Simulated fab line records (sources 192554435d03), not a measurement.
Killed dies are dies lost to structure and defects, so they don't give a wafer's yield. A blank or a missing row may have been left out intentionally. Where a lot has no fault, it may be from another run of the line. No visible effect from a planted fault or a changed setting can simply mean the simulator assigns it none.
Lot-split experiment -- flow n5 finfet -- 7 lots, 21 wafers read, on a route of 1938 steps

== ON THE SPLIT ==
At N5_FIN_SAQP_SPACER1_ALD_24 (deposits SiO2, target thk 20.3 nm, pulse time 1 s, purge time 2 s), the setting temp c was moved away from the recipe's 300 C on 6 of the 21 wafers read, by -4.0% to +2.8%. All remaining wafers had this setting at the recipe value.

== THE PATH FROM SPLIT TO READING: the file shows 1 step between them ==
- N5_FIN_SAQP_SPACER1_ETCHBACK_25: etches SiO2 in CHF3/O2, target depth 24.4 nm, time 12.2 s

== THE READING ==
FIN_SAQP.cd nm (the simulator's own value, which no gauge read), in nm, at N5_FIN_SAQP_MANDREL1_REMOVE_56 (chemistry HBr/Cl2/O2, target a-Si, stops on SiNx, bt time 10 s). The file gives no usual value for it. Here, 15 wafers ran the recipe; their average is 20.3 nm with a standard deviation of 0.12 nm.

wafer,"tool, chamber at the split","temp c as run, C",against the recipe,"FIN_SAQP.cd nm, nm",against lot-mates on the recipe
L074.1,"ald sin-01, 2",300,recipe,20.4,-
L074.4,"ald sin-01, 1",288,-4.0%,21,+0.7
L074.6,"ald sin-01, 2",300,recipe,20.2,-
L078.1,"ald sin-02, 3,0,0",300,recipe,20.2,-
L078.6,"ald sin-02, 3,0,0",300,recipe,20.2,-
L078.2,"ald sin-02, 3,0,0",300,recipe,20,-
L079.1,"ald sin-04, 0",296.3,-1.2%,20.8,+0.4
L079.2,"ald sin-04, 1",300,recipe,20.4,-
L079.6,"ald sin-04, 2",300,recipe,20.4,-
L085.1,"ald sin-02, 1",300,recipe,20.2,-
L085.3,"ald sin-02, 3",308.5,+2.8%,20,-0.2
L085.5,"ald sin-02, 2",308.5,+2.8%,20.2,+0.0
L093.1,"ald sin-02, 1,3",300,recipe,20.4,-
L093.4,"ald sin-02, 1,3",300,recipe,20.4,-
L093.6,"ald sin-02, 3",294.4,-1.9%,20.8,+0.4
L094.4,"ald sin-01, 0,1,2",300,recipe,20.2,-
L094.6,"ald sin-01, 0,1,2",300,recipe,20.2,-
L094.5,"ald sin-01, 0,1,2",300,recipe,20.4,-
L095.1,"ald sin-01, 3,2",300,recipe,20.2,-
L095.2,"ald sin-01, 3,2",300,recipe,20.2,-
L095.6,"ald sin-01, 0",290.5,-3.2%,21.2,+1.0
When a row names more than one chamber, that row covers several wafers, and the file does not tell which wafer ran in which chamber.

THE FIT
A straight line over all 21 wafers: FIN_SAQP.cd nm changes by -0.173 nm for each +1% of temp c; r = -0.83; the points scatter about the line by 0.18 nm.
The same after taking each lot's own level away (the mean of its wafers on the recipe; 21 wafers): -0.158 nm for each +1%; r = -0.83; scatter 0.17 nm.
On that fit, the largest move of temp c shifts the reading by 0.63 nm.
The lots' own levels span 20.13 to 20.40 nm, that is 2.2 times the standard deviation above.
The two slopes agree, so the slope changes little with the lot-to-lot level.
Check: +0.709 nm against its lot-mates is what the line predicts for one of the wafers moved furthest among these (-4.0%) when that wafer is left out of the fit. It came out at +0.7 nm against them.

== THE WHOLE CHAIN: every reading that the file lists as answering this split, in the file's order ==
step,what it does,reading,change (the file's fit),r (the file's)
N5_FIN_SAQP_SPACER1_ALD_24,"deposits SiO2, target thk 20.3 nm, pulse time 1 s, purge time 2 s","SiO2_of_FIN_SAQP_SPACER1_ALD_24.thk nm (the simulator's own value, which no gauge read)",-0.196 nm for each +1% of the setting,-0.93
N5_FIN_SAQP_MANDREL1_REMOVE_56,"chemistry HBr/Cl2/O2, target a-Si, stops on SiNx, bt time 10 s","FIN_SAQP.cd nm (the simulator's own value, which no gauge read)",-0.192 nm for each +1% of the setting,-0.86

== THE FILE'S OWN FIT ==
FIN_SAQP.cd nm changes by -0.192 nm for each +1% of temp c, r = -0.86.
